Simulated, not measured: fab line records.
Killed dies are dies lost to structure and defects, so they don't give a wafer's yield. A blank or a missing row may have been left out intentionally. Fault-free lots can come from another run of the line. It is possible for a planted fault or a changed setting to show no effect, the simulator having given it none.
Comparing a struck lot with a sound one | flow nand-harc | 15 steps out of a route of 1302
Sound: wafers L791.1, L791.3, L791.6. Struck: wafer L808.3; the same lot's L808.4 was not struck, so it is left out; see the end for the cause.
For every step that has rows: the tool of each side, followed by ch and its chambers, followed by its first start. Under that, the readings that differ: sound wafers | struck wafers | difference of the means | sigmas: that difference in standard deviations of wafers without a fault.
alike: a reading whose means differ by less than 2 such deviations, as well as words and numbers matching on both sides. not compared: withheld readings; readings where some wafer has no value; bounds like >300 that might hide an equal value; numbers whose values overlap and for which the record gives no deviation.
Wherever a step has rows on one side only, a row that says differs or no value, or a row with sigmas, the two part there. Numbers that have no deviation but don't overlap get no sigmas and don't part them. A reading missing from all wafers of one side parts the sides only when that side holds two or more wafers.

first, 4 steps without rows for these wafers: NHARC_A_BONDPAD_EBR_05; NHARC_A_BONDPAD_EXPOSE_06 (exposes mask A BPAD); NHARC_A_BONDPAD_PEB_07 (peb time 80 s); NHARC_A_BONDPAD_DEVELOP_08 (time 50 s).
NHARC_A_BONDPAD_CD_MEAS_09: the cd target is 500 nm.
  sound on cd-sem-01 ch 0, day 24 00:01; struck on cd-sem-03 ch 0, day 30 14:35
  alike: cd-nm
NHARC_A_BONDPAD_OVL_MEAS_35:
  sound on overlay-02 at day 24 00:07; struck on overlay-01 at day 30 14:40
  reading           | sound    | struck | difference | sigmas
  overlay-y-nm (nm) | -4 -5 -5 | 11     | +16        | +3
  alike: overlay-x-nm
then, 1 step without rows for these wafers: NHARC_A_BONDPAD_HARDBAKE_10 (time 65 s).
NHARC_A_BONDPAD_DESCUM_11: chemistry O2, time 3 s.
  sound on rie-diel-09 ch 0,2, day 24 00:14; struck on rie-diel-09 ch 2, day 30 14:49
  alike: drypump-motor-current-A, o2-flow-sccm, oes-product-au, rf-vpp-V, showerhead-plenum-p-Torr, throttle-valve-pct
  not compared: rf-hours-counter-h
NHARC_A_BONDPAD_ETCH_34: etches the open film in N2/H2, target depth 60 nm, overetch 18 nm, time 65.91 s.
  sound on rie-diel-09 ch 1,2, day 24 00:19; struck on rie-diel-09 ch 1, day 30 14:53
  reading               | sound             | struck | difference | sigmas
  oes-product-au (a.u.) | 0.999 0.992 1.004 | 1.018  | +0.020     | +2
  alike: drypump-motor-current-A, rf-vpp-V, showerhead-plenum-p-Torr, throttle-valve-pct
  not compared: rf-hours-counter-h
NHARC_A_BONDPAD_ETCH_12: etches the open film in CHF3/O2, target depth 220 nm, time 110 s.
  sound on rie-diel-09 ch 1,2; struck on rie-diel-09 ch 2
  alike: drypump-motor-current-A, o2-flow-sccm, oes-product-au, rf-vpp-V, showerhead-plenum-p-Torr, throttle-valve-pct
  not compared: rf-hours-counter-h
NHARC_A_BONDPAD_CD_MEAS_13:
  sound on cd-sem-01 at day 24 00:32; struck on cd-sem-02 at day 30 15:07
  alike: cd-nm
NHARC_A_BONDPAD_STRIP_15: strips in O2.
  sound on rie-diel-09 ch 2,3, day 24 00:37; struck on rie-diel-09 ch 1, day 30 15:13
  alike: drypump-motor-current-A, o2-flow-sccm, oes-product-au, rf-vpp-V, showerhead-plenum-p-Torr, throttle-valve-pct
  not compared: rf-hours-counter-h
NHARC_A_BONDPAD_ETCH_24: etches the open film in CF4/N2, target depth 30 nm, time 72.99 s.
  sound on rie-diel-09 ch 1,2,3, day 24 00:46; struck on rie-diel-09 ch 1, day 30 15:20
  reading        | sound       | struck  | difference | sigmas
  over-etch-frac | 0.3 0.3 0.3 | 0.20332 | -0.09668   |
  alike: drypump-motor-current-A, oes-product-au, rf-vpp-V, showerhead-plenum-p-Torr, throttle-valve-pct
  not compared: rf-hours-counter-h
then, 1 step without rows for these wafers: NHARC_A_BONDPAD_STRIP_16 (strips in post etch residue remover, time 600 s).
NHARC_END_SORT_01:
  the record has rows for the sound wafers here (prober-02 ch 0, day 25 13:41) and none for the struck ones

WHERE THEY PART
First at NHARC_A_BONDPAD_OVL_MEAS_35; last, within this record, at NHARC_END_SORT_01.

WHY: what the simulator had put in
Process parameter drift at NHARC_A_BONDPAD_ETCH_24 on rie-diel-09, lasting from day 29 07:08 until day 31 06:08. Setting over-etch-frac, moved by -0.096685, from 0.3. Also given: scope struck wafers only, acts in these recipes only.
